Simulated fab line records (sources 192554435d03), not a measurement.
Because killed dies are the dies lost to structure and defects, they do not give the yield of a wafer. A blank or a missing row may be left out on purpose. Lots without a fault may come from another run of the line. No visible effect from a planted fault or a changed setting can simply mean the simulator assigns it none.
Comparing a struck lot with a sound one || flow n5Finfet || 36 steps out of a route of 1938
Sound: these wafers, L324.1, L324.2, L324.6. Wafers struck: L323.2, L323.3, L323.4. The cause is given at the end.
At each step with rows: each side's tool, then ch and its chambers, then its first start. Under that, the readings that differ: sound wafers || struck wafers || difference of the means || sigmas: that difference in standard deviations of wafers without a fault.
alike: a reading whose means differ by less than 2 such deviations, as well as words and numbers matching on both sides. not compared: withheld readings; readings where some wafer has no value; bounds like >300 that might hide an equal value; numbers whose values overlap and for which the record gives no deviation.
The two part at a step that has a row with sigmas, a row that says differs or no value, or rows on one side only. Numbers that have no deviation but don't overlap get no sigmas and don't part them. Lack of a reading on every wafer of one side parts them only where that side has two or more wafers.

first, 9 steps without rows for these wafers: N5_BEOL_M4_ANNEAL_95 (time 240 s); N5_BEOL_M4_SPUTTER_96 (material Cu, target thk 4.5 nm, time 8.29 s); N5_BEOL_M4_ECD_50 (material Cu, target thk 300 nm); N5_BEOL_M4_ANNEAL_51 (time 90 s); N5_BEOL_M4_CMP_52 (polishes, stops on SiOC, t overpolish 6.8 s, target thk 40 nm); N5_BEOL_M4_PRE_CLEAN_60 (time 15 s); N5_BEOL_M4_CO_CAP_55 (material Co, precursor CCTBA/H2, target thk 2 nm, time 102.1 s); N5_BEOL_M4_PRE_CLEAN_56 (time 15 s); N5_BEOL_M4_DEP_57 (deposits SiCN from 3MS/NH3, target thk 8 nm, time 14 s).
N5_BEOL_M4_RC_MEAS_101:
  sound on prober-02 ch 0, day 13 18:02; struck on prober-02 ch 0, day 13 14:48
  alike: DIBL_N, DIBL_P, IOFF_N, IOFF_P, ION_N, ION_P, SS_N, SS_P, VT_N, VT_P
then, 24 steps without rows for these wafers: N5_BEOL_M5_ILD_DEP_00 (deposits SiCOH lowk from DEMS/porogen, target thk 140.64 nm, time 25.9 s); N5_BEOL_M5_CURE_79 (cures SiCOH lowk, time 240 s); N5_BEOL_M5_PECVD_70 (deposits SiO2 from TEOS/O2, target thk 16 nm, time 18 s); N5_BEOL_M5_HM_DEP_02 (deposits TiN, target thk 20 nm); N5_BEOL_M5_COAT_59 (time 60 s, resist thk 60 nm); N5_BEOL_M5_COAT_60 (time 60 s, resist thk 12 nm); N5_BEOL_M5_COAT_71 (time 60 s, resist thk 5 nm); N5_BEOL_M5_COAT_05 (resist thk 30 nm); N5_BEOL_M5_EBR_07; N5_BEOL_M5_SOFTBAKE_06 (time 60 s); N5_BEOL_M5_EXPOSE_08 (exposes mask M5, target cd 28 nm); N5_BEOL_M5_PEB_09 (peb time 60 s); N5_BEOL_M5_DEVELOP_10 (develop time 30 s); N5_BEOL_M5_DESCUM_16 (chemistry O2, time 7 s); N5_BEOL_M5_ETCH_72 (etches underlayer in N2/H2, target depth 6.5 nm, time 5.2 s); N5_BEOL_M5_ETCH_61 (etches SiARC in CF4, target depth 15.6 nm, time 26 s); N5_BEOL_M5_ETCH_62 (etches SOC in N2/H2, target depth 75 nm, overetch 15 nm, time 112.5 s); N5_BEOL_M5_STRIP_63 (strips in N2/H2); N5_BEOL_M5_STRIP_73 (strips in N2/H2); N5_BEOL_M5_STRIP_64 (strips in CF4); N5_BEOL_M5_HM_OPEN_17 (chemistry Cl2/BCl3, target TiN, target depth 20 nm, overetch 6 nm); N5_BEOL_M5_STRIP_19 (strips in O2); N5_BEOL_M5_COAT_65 (time 60 s, resist thk 60 nm); N5_BEOL_M5_COAT_66 (time 60 s, resist thk 12 nm).
-- here the record skips 2 days between the struck wafers' starts before and after, leaving off in module BEOL_M5 and picking up in module BEOL_M11 (first step shown: number 1590 of the route) --
N5_BEOL_M11_ALD_74: deposits TaN, target thk 2 nm, pulse time 2 s, purge time 3 s.
  sound on aldMetal-01 ch 0,1, day 16 13:02; struck on aldMetal-01 ch 0,1, day 16 02:40
  no value came back on the struck wafers for aldCycles, chamberPressureTorr (Torr), heaterPowerW (W), purgeTimeS (s); on the sound wafers aldCycles reads 40 40 40
  not compared: sinceWetCleanH
-- record jumps: 2 days separate the struck wafers' starts on either side; left off in module BEOL_M11, taken up again in module PASSIVATION, whose first shown step is the route's number 1936 --
N5_PASSIVATION_PROBE_49:
  sound on prober-02, day 18 07:01; struck on prober-01, day 18 03:24
{"reading": "defectLimitedYield (%)", "sound": "92.6 90.4 90.9", "struck": "0 0 0", "difference": -91, "sigmas": -65}
{"reading": "killed_at_M4_up", "sound": "17 7 14", "struck": "1099 1103 1097", "difference": "+1087", "sigmas": "+99 or more"}
{"reading": "killedAtOther", "sound": "0 1 0", "struck": "13 4 5", "difference": "+7", "sigmas": "+2"}
{"reading": "killedDies", "sound": "87 113 107", "struck": "1180 1180 1180", "difference": "+1078", "sigmas": "+63"}
{"reading": "killedOnRim", "sound": "10 14 17", "struck": "152 152 152", "difference": "+138", "sigmas": "+35"}
{"reading": "sort_bin_4_leakage (%)", "sound": "0 0 0", "struck": "92.03 92.12 92.63", "difference": "+92.26", "sigmas": "+99 or more"}
{"reading": "sortNPass", "sound": "1093 1067 1073", "struck": "0 0 0", "difference": -1078, "sigmas": -63}
{"reading": "sortYieldPct (%)", "sound": "92.6 90.4 90.9", "struck": "0 0 0", "difference": -91, "sigmas": -65}
  alike: killed_at_M0_to_M3, killedAtContacts, killedAtFrontEnd, killedOpen, killedShort, sort_bin_5_function, sort_bin_6_memory

== WHERE THEY PART ==
Earliest at N5_BEOL_M11_ALD_74; latest, in this record, at N5_PASSIVATION_PROBE_49.

WHY: what the simulator had put in
Skipped step whole: aldMetal-01, from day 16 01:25 on, at N5_BEOL_M11_ALD_74. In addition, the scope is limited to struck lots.
